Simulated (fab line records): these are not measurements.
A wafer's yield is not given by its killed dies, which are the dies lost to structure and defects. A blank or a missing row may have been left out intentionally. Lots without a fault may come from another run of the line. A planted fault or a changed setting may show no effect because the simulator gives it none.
Struck lot and sound lot, side by side -- flow n5Finfet -- 36 steps out of a route of 1938
Sound: wafers L223.2, L223.4, L223.6. Struck: wafers L221.1, L221.3, L221.5. The cause is named last.
Order at every step that has rows: each side's tool, ch and its chambers, its first start. Under that, the readings that differ: sound wafers -- struck wafers -- difference of the means -- sigmas: that difference in standard deviations of wafers without a fault.
alike: readings with means less than 2 such deviations apart, plus words and numbers identical on both sides. not compared: withheld readings, readings lacking a value on some wafer, bounds such as >300 that could conceal the same value, and numbers that have no deviation in the record and whose values overlap.
A row with sigmas, a row that says differs or no value, or rows on one side alone: a step with any of these is where the two part. Numbers that don't overlap but have no deviation are shown without sigmas and don't part them. A reading that every wafer of one side lacks parts them only if that side has two wafers or more.

first, 9 steps without rows for these wafers: N5_WELL_APT_COAT_02 (resist thk 950 nm); N5_WELL_APT_EBR_04; N5_WELL_APT_SOFTBAKE_03 (time 60 s); N5_WELL_APT_EXPOSE_05 (exposes mask NWELL, defocus 0 nm, target cd 200 nm); N5_WELL_APT_PEB_06 (peb time 90 s); N5_WELL_APT_DEVELOP_07 (develop time 45 s); N5_WELL_APT_HARDBAKE_12 (time 120 s); N5_WELL_APT_DESCUM_13 (chemistry O2, time 7.9 s); N5_WELL_APT_IMPLANT_14.
N5_WELL_APT_IMPLANT_15:
  sound on implanter-01 ch 0, day 7 08:14; struck on implanter-02 ch 0, day 6 20:44
reading,sound,struck,difference,sigmas
doseIonsCm2,1.5006e+13 1.5003e+13 1.4986e+13,7.073e+12 7.067e+12 7.057e+12,-7.933e+12,-99 or more
faradayCurrentUA,193 192 190,89 88 87,-104,-27
  alike: rotationDeg
then, 25 steps without rows for these wafers: N5_WELL_APT_STRIP_16 (strips in SPM, time 900 s); N5_WELL_APT_HMDS_18 (time 60 s); N5_WELL_APT_COAT_19 (resist thk 950 nm); N5_WELL_APT_EBR_21; N5_WELL_APT_SOFTBAKE_20 (time 60 s); N5_WELL_APT_EXPOSE_22 (exposes mask PWELL, defocus 0 nm, target cd 200 nm); N5_WELL_APT_PEB_23 (peb time 90 s); N5_WELL_APT_DEVELOP_24 (develop time 45 s); N5_WELL_APT_HARDBAKE_29 (time 120 s); N5_WELL_APT_DESCUM_30 (chemistry O2, time 7.9 s); N5_WELL_APT_IMPLANT_31; N5_WELL_APT_IMPLANT_32; N5_WELL_APT_STRIP_33 (strips in SPM, time 900 s); N5_WELL_APT_RTA_34 (time 10 s); N5_WELL_APT_OXIDE_STRIP_42 (strips SiO2 in dHF, time 45 s, target depth 12 nm); N5_WELL_APT_PRECLEAN_36 (cleans in O3/DIW, time 45 s); N5_WELL_APT_PRECLEAN_39 (cleans in dHF, time 60 s); N5_WELL_APT_SRD_37 (time 30 s); N5_WELL_APT_EPI_41 (deposits Si from SiH4/H2, target thk 50 nm, time 297.7 s); N5_PMOS_HMC_CHANNEL_EPI_HM_DEP_34 (deposits SiO2 from TEOS/O2, target thk 36 nm, time 6.9 s); N5_PMOS_HMC_CHANNEL_EPI_COAT_31 (time 60 s, resist thk 66 nm); N5_PMOS_HMC_CHANNEL_EPI_COAT_03 (resist thk 205 nm); N5_PMOS_HMC_CHANNEL_EPI_EBR_05; N5_PMOS_HMC_CHANNEL_EPI_SOFTBAKE_04 (time 60 s); N5_PMOS_HMC_CHANNEL_EPI_EXPOSE_06 (exposes mask PMOS HMC BLK, target cd 240 nm).
-- here the record skips 7 days between the struck wafers' starts before and after, leaving off in module PMOS_HMC_CHANNEL_EPI and picking up in module BEOL_M4 (first step shown: number 1111 of the route) --
N5_BEOL_M4_RC_MEAS_101:
  sound on prober-01 ch 0, day 14 02:54; struck on prober-02 ch 0, day 13 12:50
reading,sound,struck,difference,sigmas
CJ_P,5.68 5.70 5.52,4.10 3.89 4.09,-1.61,-11
  alike: DIBL_N, DIBL_P, IOFF_N, IOFF_P, ION_N, ION_P, SS_N, SS_P, VT_N, VT_P

## WHERE THEY PART
At N5_WELL_APT_IMPLANT_15 first; at N5_BEOL_M4_RC_MEAS_101 last (within this record only).

WHY: what the simulator had put in
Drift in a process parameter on implanter-02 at N5_WELL_APT_IMPLANT_15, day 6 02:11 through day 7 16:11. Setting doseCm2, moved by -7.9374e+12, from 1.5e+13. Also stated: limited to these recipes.
